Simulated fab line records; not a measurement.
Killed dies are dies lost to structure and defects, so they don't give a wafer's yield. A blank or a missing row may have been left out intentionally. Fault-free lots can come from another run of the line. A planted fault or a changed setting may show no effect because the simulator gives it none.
fab line records -- flow n5Finfet
record: lots: 13, wafers: 39, lastDay: 18
route steps=1938 shown BEOL_M10@1518 BEOL_M15@1823 MIM_TOP_ETCH@1853 PASSIVATION@1936
lots that met no fault: taken from a fault-free run of the same line
startH: the number of hours between the record's first day and the start of the first shown wafer of the lot -- waitH: how many hours have passed since the lot's step before this one -- " as in the row above -- L1.1+2: a single row standing in for several wafers -- - either no value or no given start -- * or withheld: withheld -- < > ~ a bound
route shown NAME@n: NAME is a module with steps in the file, n the number in the route of the first one -- usual: average and standard deviation across the fault-free wafers -- same: alike in all rows -- chamber/n: place in a boat -- sites: the reading at each site -- _std_site: the values' standard deviation -- _edge_site: outer sites' mean less inner sites' -- radiusMm: how far each site lies from the wafer's centre -- mask NAME#n: copy n -- behind: tool/chamber where the wafer was last shaped -- hold: reason for holding the lot/hours on hold/outcome of the hold -- device: names the non-switching transistor (n, p or np) -- end of line: the same wafers' tests at the end of the route -- a step without rows: its recipe alone -- killed: not the wafer's yield, but the dies lost to structure and defects at the first sort -- map: a wafer's dies, x killed, . not, _ none there
set.NAME: the setting as run; set.NAME@STEP: as run at that earlier step -- model.NAME: the simulator's own value behind a step, which no gauge read
the route's steps for a sample of lots (tables are steps, rows are wafers)
services: from which hour (startH, from the record's first day; less than 0 if before it) a tool's chamber was out of use, for how many hours, and why
== steps ==
step: N5_BEOL_M10_PRECLEAN_42
recipe: chemistry: residueRemover, timeS: 60, tempC: 40
usual: bathHeatDutyPct: 4.8/0.62
lot.wafer,tool,chamber,startH,waitH,bathHeatDutyPct
L415.2,wetBench-06,2,228.10,0.0,5.0
L415.4,wetBench-06,5,228.10,0.0,4.4
L415.5,wetBench-06,3,228.10,0.0,5.8
L416.1,wetBench-06,5,235.45,0.0,4.4
L416.4,wetBench-06,2,235.45,0.0,4.9
L416.5,wetBench-06,1,235.45,0.0,4.3
L417.3,wetBench-04,3,245.66,0.0,5.3
L417.5,wetBench-04,0,245.66,0.0,4.6
L417.6,wetBench-04,1,245.66,0.0,5.9
L418.1,wetBench-06,1,267.25,0.0,4.5
L418.2,wetBench-06,0,267.25,0.0,3.3
L418.5,wetBench-06,7,267.25,0.0,5.6
L421.1,wetBench-04,4,275.03,0.0,4.4
L421.3,wetBench-04,2,275.03,0.0,3.6
L421.6,wetBench-04,5,275.03,0.0,4.6
L423.1,wetBench-04,1,281.90,0.0,4.4
L423.2,wetBench-04,3,281.90,0.0,5.0
L423.6,wetBench-04,2,281.90,0.0,4.4
L425.1,wetBench-04,1,283.96,0.0,5.6
L425.3,wetBench-04,7,283.96,0.0,4.4
L425.6,wetBench-04,4,283.96,0.0,5.2
L424.1,wetBench-04,4,284.57,0.0,4.9
L424.4,wetBench-04,1,284.57,0.0,5.5
L424.5,wetBench-04,5,284.57,0.0,4.0
L427.2,wetBench-04,6,303.40,0.0,4.8
L427.3,wetBench-04,3,303.40,0.0,4.9
L427.5,wetBench-04,5,303.40,0.0,4.4
L426.3,wetBench-06,6,305.67,0.0,4.9
L426.4,wetBench-06,4,305.67,0.0,5.4
L426.5,wetBench-06,7,305.67,0.0,4.8
L430.2,wetBench-01,7,324.61,0.0,4.4
L430.3,wetBench-01,1,324.61,0.0,4.2
L430.4,wetBench-01,5,324.61,0.0,4.6
L431.1,wetBench-04,3,325.14,0.0,3.9
L431.2,wetBench-04,0,325.14,0.0,5.3
L431.4,wetBench-04,6,325.14,0.0,4.6
L437.3,wetBench-01,5,372.12,0.0,4.6
L437.5,wetBench-01,0,372.12,0.0,5.0
L437.6,wetBench-01,1,372.12,0.0,4.4
step: N5_BEOL_M15_ANNEAL_48
recipe: tempC: 225, timeS: 90, ambient: N2
usual: annealTempCMax: 226.5/0.34, wafer_temp_C_max: 226.5/0.32
lot.wafer,tool,chamber,startH,waitH,annealTempCMax,wafer_temp_C_max
L415.2,rtpAnneal-02,0,265.55,0.4,226.3,226.3
L415.4,rtpAnneal-02,0,265.55,0.4,226.2,226.5
L415.5,rtpAnneal-02,0,265.55,0.4,226.4,226.6
L416.1,rtpAnneal-02,0,267.34,1.2,226.6,226.7
L416.4,rtpAnneal-02,0,267.34,1.2,226.3,225.9
L416.5,rtpAnneal-02,0,267.34,1.2,226.0,226.2
L417.3,rtpAnneal-01,0,279.75,0.2,226.8,226.7
L417.5,rtpAnneal-01,0,279.75,0.2,226.5,226.1
L417.6,rtpAnneal-01,0,279.75,0.2,226.9,226.7
L418.1,rtpAnneal-01,0,302.59,0.4,226.6,226.3
L418.2,rtpAnneal-01,0,302.59,0.4,226.7,226.2
L418.5,rtpAnneal-01,0,302.59,0.4,227.0,226.4
L421.1,rtpAnneal-01,0,310.37,0.3,226.5,226.1
L421.3,rtpAnneal-01,0,310.37,0.3,226.8,226.6
L421.6,rtpAnneal-01,0,310.37,0.3,226.3,226.2
L423.1,rtpAnneal-02,0,316.48,0.2,226.3,226.7
L423.2,rtpAnneal-02,0,316.48,0.2,226.0,226.1
L423.6,rtpAnneal-02,0,316.48,0.2,226.2,226.3
L425.1,rtpAnneal-01,0,320.69,0.2,226.6,227.2
L425.3,rtpAnneal-01,0,320.69,0.2,226.2,226.4
L425.6,rtpAnneal-01,0,320.69,0.2,226.3,226.7
L424.1,rtpAnneal-02,0,326.09,0.2,226.4,226.3
L424.4,rtpAnneal-02,0,326.09,0.2,226.2,226.6
L424.5,rtpAnneal-02,0,326.09,0.2,226.3,226.5
L426.3,rtpAnneal-02,0,339.35,0.2,226.3,226.8
L426.4,rtpAnneal-02,0,339.35,0.2,226.3,227.4
L426.5,rtpAnneal-02,0,339.35,0.2,226.7,226.2
L427.2,rtpAnneal-01,0,349.64,0.5,226.9,226.8
L427.3,rtpAnneal-01,0,349.64,0.5,225.9,226.1
L427.5,rtpAnneal-01,0,349.64,0.5,226.9,226.8
L430.2,rtpAnneal-01,0,361.38,0.2,227.1,226.4
L430.3,rtpAnneal-01,0,361.38,0.2,226.6,226.2
L430.4,rtpAnneal-01,0,361.38,0.2,226.5,226.5
L431.1,rtpAnneal-02,0,362.41,0.2,226.3,227.1
L431.2,rtpAnneal-02,0,362.41,0.2,226.2,226.7
L431.4,rtpAnneal-02,0,362.41,0.2,225.9,226.3
L437.3,rtpAnneal-01,0,410.63,0.2,226.7,226.9
L437.5,rtpAnneal-01,0,410.63,0.2,226.0,226.3
L437.6,rtpAnneal-01,0,410.63,0.2,226.8,226.9
step: N5_MIM_TOP_ETCH_PECVD_03
recipe: material: SiNx, targetThkA: 200, tempC: 400, precursor: SiH4/NH3/N2, pressureTorr: 1.5, rfW: 300, timeS: 17.6
usual: heaterPowerW: 781/100, showerheadPlenumPTorr: 5.14/0.067, throttleValvePct: 39.1/1.2
lot.wafer,tool,chamber,startH,waitH,heaterPowerW,showerheadPlenumPTorr,throttleValvePct
L415.2,pecvd-04,1,269.26,-,781,5.18,38.0
L415.4,pecvd-04,2,269.26,-,941,5.04,37.3
L415.5,pecvd-04,1,269.26,-,787,5.19,38.0
L416.1,pecvd-03,2,273.65,-,699,5.10,37.7
L416.4,pecvd-03,1,273.65,-,831,5.14,39.1
L416.5,pecvd-03,2,273.65,-,700,5.08,38.2
L417.3,pecvd-01,0,284.88,-,655,5.13,40.7
L417.5,pecvd-01,1,284.88,-,873,5.21,39.4
L417.6,pecvd-01,2,284.88,-,757,5.05,39.5
L418.1,pecvd-04,0,310.25,-,916,5.17,39.4
L418.2,pecvd-04,1,310.25,-,775,5.18,37.9
L418.5,pecvd-04,2,310.25,-,896,5.02,37.7
L421.1,pecvd-03,2,314.04,-,652,5.10,38.2
L421.3,pecvd-03,1,314.04,-,945,5.12,39.0
L421.6,pecvd-03,2,314.04,-,638,5.10,38.1
L423.1,pecvd-03,2,322.13,-,710,5.08,38.4
L423.2,pecvd-03,1,322.13,-,877,5.13,39.2
L423.6,pecvd-03,2,322.13,-,692,5.10,38.1
L425.1,pecvd-01,1,326.41,-,867,5.21,39.3
L425.3,pecvd-01,2,326.41,-,753,5.06,39.9
L425.6,pecvd-01,2,326.41,-,787,5.06,40.0
L424.1,pecvd-04,0,332.15,-,825,5.17,39.4
L424.4,pecvd-04,2,332.15,-,851,5.03,37.8
L424.5,pecvd-04,0,332.15,-,851,5.16,39.5
L426.3,pecvd-04,2,343.07,-,876,5.03,37.7
L426.4,pecvd-04,2,343.07,-,855,5.02,37.6
L426.5,pecvd-04,1,343.07,-,698,5.17,37.7
L427.2,pecvd-01,2,355.51,-,736,5.05,39.7
L427.3,pecvd-01,0,355.51,-,612,5.15,40.7
L427.5,pecvd-01,0,355.51,-,611,5.14,41.0
L430.2,pecvd-03,0,369.04,-,696,5.24,40.9
L430.3,pecvd-03,2,369.04,-,699,5.10,38.5
L430.4,pecvd-03,1,369.04,-,949,5.13,38.8
L431.1,pecvd-04,1,369.36,-,666,5.18,37.7
L431.2,pecvd-04,2,369.36,-,902,5.03,37.7
L431.4,pecvd-04,2,369.36,-,900,5.03,37.6
L437.3,pecvd-03,0,416.34,-,735,5.23,41.1
L437.5,pecvd-03,0,416.34,-,719,5.22,40.8
L437.6,pecvd-03,1,416.34,-,898,5.12,36.8
step: N5_PASSIVATION_PROBE_49
usual: defectLimitedYield: 91.3/1.4, killed_at_M0_to_M3: 36/11, killed_at_M4_up: 13/5.2, killedAtContacts: 13/6.5, killedAtFrontEnd: 37/11, killedAtOther: 3.6/2.9, killedDies: 103/17, killedOnRim: 13/3.6, killedOpen: 68/12, killedShort: 33/7.3, sort_bin_4_leakage: 0.01/0.039, sort_bin_5_function: 5.2/0.91, sort_bin_6_memory: 3.2/0.67, sort_bin_8_speed: 0.00/0.0099, sortNPass: 1077/17, sortYieldPct: 91.3/1.4
same: grossDies: 1180, killedAtBackSide: 0
lot.wafer,tool,chamber,startH,waitH,defectLimitedYield[%],killed_at_M0_to_M3,killed_at_M4_up,killedAtContacts,killedAtFrontEnd,killedAtOther,killedDies,killedOnRim,killedOpen,killedShort,sort_bin_4_leakage[%],sort_bin_5_function[%],sort_bin_6_memory[%],sort_bin_8_speed[%],sortNPass,sortYieldPct[%]
L426.3,prober-02,-,353.63,0.1,90.3,36,13,5,57,3,114,18,69,36,0,6.2,2.8,0,1066,90.3
L426.4,prober-02,-,353.68,0.2,91.5,21,12,8,56,3,100,12,64,33,0,4.2,3.6,0,1080,91.5
L426.5,prober-02,-,353.73,0.2,90.6,35,16,13,45,2,111,17,61,45,0,5.4,3.6,0,1069,90.6
L427.2,prober-01,-,368.00,0.1,86.4,33,81,5,39,2,160,30,57,30,0,8.5,2.8,0,1020,86.4
L427.3,prober-01,-,368.05,0.1,79.8,53,140,9,33,3,238,35,71,33,0,12.6,4.2,0,942,79.8
L427.5,prober-01,-,368.15,0.2,81.4,23,153,3,37,4,220,27,45,37,0,11.4,3.6,0,960,81.4
L431.1,prober-01,-,378.28,0.0,84.3,17,132,4,29,3,185,30,40,17,0,9.7,2.8,0,995,84.3
L431.2,prober-01,-,378.33,0.1,86.1,29,84,7,39,5,164,29,61,30,0,8.2,3.4,0.08,1016,86.1
L431.4,prober-01,-,378.43,0.2,86.5,25,84,13,31,6,159,27,62,29,0,7.9,3.7,0,1021,86.5
killed by level:class
L426.3 STI_FIN_REVEAL:geometricParticle:open=14 BEOL_M3:geometricParticle:open=8 FIN_SAQP:geometricParticle:short=6 FIN_SAQP:geometricParticle:open=6 BEOL_M4:geometricParticle:open=6 HKMG_FIN:areaEtch=6 BEOL_M2:geometricParticle:open=5 STI_FIN_REVEAL:geometricParticle:short=5
L426.4 FIN_SAQP:geometricParticle:short=14 STI_FIN_REVEAL:geometricParticle:open=8 DUMMY_GATE:geometricParticle:open=6 MOL_CONTACT_COAG:geometricParticle:open=6 FIN_SAQP:geometricParticle:open=5 BEOL_M2:geometricParticle:open=5 BEOL_M0_SAQP:geometricParticle:open=4 BEOL_M6:geometricParticle:open=4
L426.5 MOL_CONTACT_COAG:geometricParticle:open=11 FIN_SAQP:geometricParticle:short=10 BEOL_M2:geometricParticle:short=8 FIN_SAQP:geometricParticle:open=7 STI_FIN_REVEAL:geometricParticle:open=7 BEOL_M0:geometricParticle:open=6 BEOL_M3:geometricParticle:open=6 GATE_CUT:geometricParticle:short=5
L427.2 BEOL_M10:unspecified=71 FIN_SAQP:geometricParticle:open=9 FIN_SAQP:geometricParticle:short=8 BEOL_M1:geometricParticle:open=8 STI_FIN_REVEAL:geometricParticle:open=7 BEOL_M3:geometricParticle:open=6 BEOL_M0_SAQP:geometricParticle:short=5 BEOL_M0_SAQP:geometricParticle:open=4
L427.3 BEOL_M10:unspecified=126 BEOL_M1:geometricParticle:open=17 FIN_SAQP:geometricParticle:open=10 MOL_CONTACT_COAG:geometricParticle:open=8 BEOL_M1:geometricParticle:short=8 STI_FIN_REVEAL:geometricParticle:open=7 BEOL_M3:geometricParticle:open=7 BEOL_M0_SAQP:geometricParticle:short=5
L427.5 BEOL_M10:unspecified=136 FIN_SAQP:geometricParticle:short=9 FIN_SAQP:geometricParticle:open=8 BEOL_M0_SAQP:geometricParticle:open=7 BEOL_M0_SAQP:geometricParticle:short=5 BEOL_M1:geometricParticle:open=5 STARTING-WAFER:geometricParticle:short=5 STI_FIN_REVEAL:geometricParticle:open=3
L431.1 BEOL_M10:unspecified=127 FIN_SAQP:geometricParticle:open=6 BEOL_M1:geometricParticle:open=6 STI_FIN_REVEAL:geometricParticle:open=5 DUMMY_GATE:geometricParticle:open=5 FIN_SAQP:geometricParticle:short=3 BEOL_M0_SAQP:geometricParticle:open=3 BEOL_M1:geometricParticle:short=3
L431.2 BEOL_M10:unspecified=71 BEOL_M0_SAQP:geometricParticle:open=10 STI_FIN_REVEAL:geometricParticle:open=8 MOL_CONTACT_COAG:geometricParticle:open=7 BEOL_M1:geometricParticle:open=7 DUMMY_GATE:geometricParticle:open=6 GATE_CUT:geometricParticle:short=5 BEOL_M0_SAQP:geometricParticle:short=5
L431.4 BEOL_M10:unspecified=68 MOL_CONTACT_COAG:geometricParticle:open=11 BEOL_M1:geometricParticle:open=8 BEOL_M3:geometricParticle:open=7 STI_FIN_REVEAL:geometricParticle:open=6 GATE_CUT:geometricParticle:short=6 BEOL_M4:geometricParticle:open=6 BEOL_M0_SAQP:geometricParticle:open=5
== services ==
tool,chamber,startH,hours,kind
wetBench-01,-,209.81,29.3,repair
pecvd-01,2,232.52,6.1,repair
wetBench-04,-,248.41,2.5,repair
pecvd-01,-,261.97,1.2,repair
rtpAnneal-01,-,262.45,4.9,pm
wetBench-04,-,267.86,4.4,pm
pecvd-04,1,274.60,19.2,repair
pecvd-03,1,283.41,2.1,scheduledDown
pecvd-04,-,312.91,0.8,repair
pecvd-01,0,319.29,2.1,scheduledDown
pecvd-03,1,341.80,5.4,repair
pecvd-03,1,383.66,-,clean
pecvd-03,1,383.66,-,consumableReplace:showerhead
pecvd-03,1,383.66,29.0,scheduledDown
pecvd-03,1,383.66,29.0,ventCycle
pecvd-04,0,385.38,5.5,scheduledDown
== key ==
firstSign: step: N5_PASSIVATION_PROBE_49, reading: killed_at_M4_up, direction: up, sigmas: 19, usual: 13, struck: 112
effect: step: N5_PASSIVATION_PROBE_49, reading: defectLimitedYield, direction: down, sigmas: 5, usual: 91.3, struck: 84.1
moreKillsBornAt: N5_BEOL_M10_PRECLEAN_42@wetBench-04: 599
metAt N5_BEOL_M10_PRECLEAN_42
struckLots L427,L431
notActingAt N5_BEOL_M15_ANNEAL_48,N5_MIM_TOP_ETCH_PECVD_03
onsetBetween 284.57 303.40
fault: kind: chamberParticleSource, tool: wetBench-04, chamber: -, onsetH: 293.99, steps: N5_BEOL_M10_PRECLEAN_42, ratePerVisitCm2: 1.4488, endH: 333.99
